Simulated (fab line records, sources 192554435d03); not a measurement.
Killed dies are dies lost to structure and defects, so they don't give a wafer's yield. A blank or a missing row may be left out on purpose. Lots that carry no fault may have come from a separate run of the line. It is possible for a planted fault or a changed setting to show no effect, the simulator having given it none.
Lot-split experiment / flow n5 finfet / route with 1938 steps; 7 lots, 39 wafers read

ON THE SPLIT
At N5_HKMG_FIN_ETCH_35 (etches SOC in N2/H2, target depth 215.8 nm, time 243.4 s), the setting time s was moved away from the recipe's 243.4 s on 15 of the 39 wafers read, by -17.3% to +18.1%. All remaining wafers had this setting at the recipe value.

The reading is taken at the split's own step.

THE READING
SOC_of_HKMG_FIN_COAT_29.thk nm (the simulator's own value, which no gauge read), in nm, at N5_HKMG_FIN_ETCH_35 (etches SOC in N2/H2, target depth 215.8 nm, time 243.4 s). No usual value for it is given in the file. Here, 24 wafers ran the recipe; their average is 86.8 nm with a standard deviation of 4.2 nm.

wafer=L076.1; tool, chamber at the split=rie diel-05, 0; time s as run, s=213.2; against the recipe=-12.4%; SOC_of_HKMG_FIN_COAT_29.thk nm, nm=112.8; against lot-mates on the recipe=+29.7
wafer=L076.2; tool, chamber at the split=rie diel-05, 3; time s as run, s=213.2; against the recipe=-12.4%; SOC_of_HKMG_FIN_COAT_29.thk nm, nm=109.4; against lot-mates on the recipe=+26.3
wafer=L076.3; tool, chamber at the split=rie diel-05, 1; time s as run, s=243.4; against the recipe=recipe; SOC_of_HKMG_FIN_COAT_29.thk nm, nm=86.8; against lot-mates on the recipe=-
wafer=L076.4; tool, chamber at the split=rie diel-05, 2; time s as run, s=243.4; against the recipe=recipe; SOC_of_HKMG_FIN_COAT_29.thk nm, nm=82.8; against lot-mates on the recipe=-
wafer=L076.5; tool, chamber at the split=rie diel-05, 3; time s as run, s=243.4; against the recipe=recipe; SOC_of_HKMG_FIN_COAT_29.thk nm, nm=79.8; against lot-mates on the recipe=-
wafer=L076.6; tool, chamber at the split=rie diel-05, 0; time s as run, s=213.2; against the recipe=-12.4%; SOC_of_HKMG_FIN_COAT_29.thk nm, nm=112.2; against lot-mates on the recipe=+29.1
wafer=L078.1; tool, chamber at the split=rie diel-05, 3; time s as run, s=201.2; against the recipe=-17.3%; SOC_of_HKMG_FIN_COAT_29.thk nm, nm=119; against lot-mates on the recipe=+33.1
wafer=L078.2; tool, chamber at the split=rie diel-05, 0; time s as run, s=243.4; against the recipe=recipe; SOC_of_HKMG_FIN_COAT_29.thk nm, nm=86; against lot-mates on the recipe=-
wafer=L078.3; tool, chamber at the split=rie diel-05, 1; time s as run, s=243.4; against the recipe=recipe; SOC_of_HKMG_FIN_COAT_29.thk nm, nm=89.2; against lot-mates on the recipe=-
wafer=L078.4; tool, chamber at the split=rie diel-05, 1; time s as run, s=201.2; against the recipe=-17.3%; SOC_of_HKMG_FIN_COAT_29.thk nm, nm=123.2; against lot-mates on the recipe=+37.3
wafer=L078.5; tool, chamber at the split=rie diel-05, 0; time s as run, s=201.2; against the recipe=-17.3%; SOC_of_HKMG_FIN_COAT_29.thk nm, nm=123.6; against lot-mates on the recipe=+37.7
wafer=L078.6; tool, chamber at the split=rie diel-05, 3; time s as run, s=243.4; against the recipe=recipe; SOC_of_HKMG_FIN_COAT_29.thk nm, nm=82.6; against lot-mates on the recipe=-
wafer=L080.1; tool, chamber at the split=rie diel-05, 0; time s as run, s=208.3; against the recipe=-14.4%; SOC_of_HKMG_FIN_COAT_29.thk nm, nm=118.4; against lot-mates on the recipe=+30.9
wafer=L080.2; tool, chamber at the split=rie diel-05, 3; time s as run, s=208.3; against the recipe=-14.4%; SOC_of_HKMG_FIN_COAT_29.thk nm, nm=115.8; against lot-mates on the recipe=+28.3
wafer=L080.3; tool, chamber at the split=rie diel-05, 1; time s as run, s=208.3; against the recipe=-14.4%; SOC_of_HKMG_FIN_COAT_29.thk nm, nm=119.4; against lot-mates on the recipe=+31.9
wafer=L080.4; tool, chamber at the split=rie diel-05, 1; time s as run, s=243.4; against the recipe=recipe; SOC_of_HKMG_FIN_COAT_29.thk nm, nm=90; against lot-mates on the recipe=-
wafer=L080.5; tool, chamber at the split=rie diel-05, 0; time s as run, s=243.4; against the recipe=recipe; SOC_of_HKMG_FIN_COAT_29.thk nm, nm=90.2; against lot-mates on the recipe=-
wafer=L080.6; tool, chamber at the split=rie diel-05, 3; time s as run, s=243.4; against the recipe=recipe; SOC_of_HKMG_FIN_COAT_29.thk nm, nm=82.4; against lot-mates on the recipe=-
wafer=L086.1; tool, chamber at the split=rie diel-05, 2; time s as run, s=208.1; against the recipe=-14.5%; SOC_of_HKMG_FIN_COAT_29.thk nm, nm=120; against lot-mates on the recipe=+33.8
wafer=L086.2; tool, chamber at the split=rie diel-05, 1; time s as run, s=208.1; against the recipe=-14.5%; SOC_of_HKMG_FIN_COAT_29.thk nm, nm=124.8; against lot-mates on the recipe=+38.6
wafer=L086.3; tool, chamber at the split=rie diel-05, 3; time s as run, s=243.4; against the recipe=recipe; SOC_of_HKMG_FIN_COAT_29.thk nm, nm=85.6; against lot-mates on the recipe=-
wafer=L086.4; tool, chamber at the split=rie diel-05, 0; time s as run, s=208.1; against the recipe=-14.5%; SOC_of_HKMG_FIN_COAT_29.thk nm, nm=121.6; against lot-mates on the recipe=+35.4
wafer=L086.5; tool, chamber at the split=rie diel-05, 2; time s as run, s=243.4; against the recipe=recipe; SOC_of_HKMG_FIN_COAT_29.thk nm, nm=88.2; against lot-mates on the recipe=-
wafer=L086.6; tool, chamber at the split=rie diel-05, 3; time s as run, s=243.4; against the recipe=recipe; SOC_of_HKMG_FIN_COAT_29.thk nm, nm=84.8; against lot-mates on the recipe=-
wafer=L089.3; tool, chamber at the split=rie diel-03, 2; time s as run, s=243.4; against the recipe=recipe; SOC_of_HKMG_FIN_COAT_29.thk nm, nm=91.4; against lot-mates on the recipe=-
wafer=L089.4; tool, chamber at the split=rie diel-03, 1; time s as run, s=243.4; against the recipe=recipe; SOC_of_HKMG_FIN_COAT_29.thk nm, nm=83; against lot-mates on the recipe=-
wafer=L089.6; tool, chamber at the split=rie diel-03, 2; time s as run, s=243.4; against the recipe=recipe; SOC_of_HKMG_FIN_COAT_29.thk nm, nm=92.8; against lot-mates on the recipe=-
wafer=L095.1; tool, chamber at the split=rie diel-03, 1; time s as run, s=243.4; against the recipe=recipe; SOC_of_HKMG_FIN_COAT_29.thk nm, nm=81.2; against lot-mates on the recipe=-
wafer=L095.2; tool, chamber at the split=rie diel-03, 2; time s as run, s=243.4; against the recipe=recipe; SOC_of_HKMG_FIN_COAT_29.thk nm, nm=93.2; against lot-mates on the recipe=-
wafer=L095.3; tool, chamber at the split=rie diel-03, 0; time s as run, s=243.4; against the recipe=recipe; SOC_of_HKMG_FIN_COAT_29.thk nm, nm=89; against lot-mates on the recipe=-
wafer=L095.4; tool, chamber at the split=rie diel-03, 1; time s as run, s=243.4; against the recipe=recipe; SOC_of_HKMG_FIN_COAT_29.thk nm, nm=81; against lot-mates on the recipe=-
wafer=L095.5; tool, chamber at the split=rie diel-03, 0; time s as run, s=243.4; against the recipe=recipe; SOC_of_HKMG_FIN_COAT_29.thk nm, nm=89.4; against lot-mates on the recipe=-
wafer=L095.6; tool, chamber at the split=rie diel-03, 2; time s as run, s=243.4; against the recipe=recipe; SOC_of_HKMG_FIN_COAT_29.thk nm, nm=91.4; against lot-mates on the recipe=-
wafer=L096.1; tool, chamber at the split=rie diel-03, 1; time s as run, s=287.5; against the recipe=+18.1%; SOC_of_HKMG_FIN_COAT_29.thk nm, nm=44.2; against lot-mates on the recipe=-43.5
wafer=L096.2; tool, chamber at the split=rie diel-03, 0; time s as run, s=287.5; against the recipe=+18.1%; SOC_of_HKMG_FIN_COAT_29.thk nm, nm=52.2; against lot-mates on the recipe=-35.5
wafer=L096.3; tool, chamber at the split=rie diel-03, 3; time s as run, s=243.4; against the recipe=recipe; SOC_of_HKMG_FIN_COAT_29.thk nm, nm=84.4; against lot-mates on the recipe=-
wafer=L096.4; tool, chamber at the split=rie diel-03, 2; time s as run, s=243.4; against the recipe=recipe; SOC_of_HKMG_FIN_COAT_29.thk nm, nm=94.4; against lot-mates on the recipe=-
wafer=L096.5; tool, chamber at the split=rie diel-03, 3; time s as run, s=243.4; against the recipe=recipe; SOC_of_HKMG_FIN_COAT_29.thk nm, nm=84.2; against lot-mates on the recipe=-
wafer=L096.6; tool, chamber at the split=rie diel-03, 0; time s as run, s=287.5; against the recipe=+18.1%; SOC_of_HKMG_FIN_COAT_29.thk nm, nm=52.2; against lot-mates on the recipe=-35.5

FIT RESULTS
A straight line over all 39 wafers: SOC_of_HKMG_FIN_COAT_29.thk nm changes by -2.11 nm for each +1% of time s; r = -0.98; the points scatter about the line by 4 nm.
The same after taking each lot's own level away (the mean of its wafers on the recipe; 39 wafers): -2.17 nm for each +1%; r = -0.98; scatter 3.7 nm.
Per that fit: largest time s move, reading shift of 39 nm.
The lots' own levels span 83.13 to 89.07 nm, that is 1.4 times the standard deviation above.
The two slopes are in agreement: the lot-to-lot level therefore moves the slope only a little.
Check: with one of the wafers moved furthest among these (+18.1%) left out of the fit, the line predicts -38.2 nm for it against its lot-mates. Against them it came out at -43.5 nm.

THESE WAFERS: OTHER SPLITS
Before the reading, these wafers also passed through other splits. Each is held against what the fit with the lots' levels taken away leaves over:
other split on the same wafers=N5_WELL_APT_IMPLANT_31 energy kev; wafers away from the commonest value=18; r with SOC_of_HKMG_FIN_COAT_29.thk nm (lot level and that fit taken away)=+0.23
other split on the same wafers=N5_FIN_SAQP_ETCH_52 source w; wafers away from the commonest value=12; r with SOC_of_HKMG_FIN_COAT_29.thk nm (lot level and that fit taken away)=-0.07
other split on the same wafers=N5_FIN_CUT_EXPOSE_05 dose mj; wafers away from the commonest value=15; r with SOC_of_HKMG_FIN_COAT_29.thk nm (lot level and that fit taken away)=+0.13
other split on the same wafers=N5_FIN_CUT_CUT_ETCH_26 time s; wafers away from the commonest value=18; r with SOC_of_HKMG_FIN_COAT_29.thk nm (lot level and that fit taken away)=+0.14
other split on the same wafers=N5_DUMMY_GATE_ETCH_42 bias w; wafers away from the commonest value=9; r with SOC_of_HKMG_FIN_COAT_29.thk nm (lot level and that fit taken away)=-0.04

THE WHOLE CHAIN: every reading that the file lists as answering this split, in the file's order
step=N5_HKMG_FIN_ETCH_35; what it does=etches SOC in N2/H2, target depth 215.8 nm, time 243.4 s; reading=HKMG_FIN.feature depth nm (the simulator's own value, which no gauge read); change (the file's fit)=+2.19 nm for each +1% of the setting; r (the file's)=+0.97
step=N5_HKMG_FIN_ETCH_35; what it does=etches SOC in N2/H2, target depth 215.8 nm, time 243.4 s; reading=etch.depth nm (the simulator's own value, which no gauge read); change (the file's fit)=+2.19 nm for each +1% of the setting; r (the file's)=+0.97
step=N5_HKMG_FIN_ETCH_35; what it does=etches SOC in N2/H2, target depth 215.8 nm, time 243.4 s; reading=SOC_of_HKMG_FIN_COAT_29.thk nm (the simulator's own value, which no gauge read); change (the file's fit)=-2.19 nm for each +1% of the setting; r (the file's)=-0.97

FILE'S OWN FIT
SOC_of_HKMG_FIN_COAT_29.thk nm changes by -2.19 nm for each +1% of time s, r = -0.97.
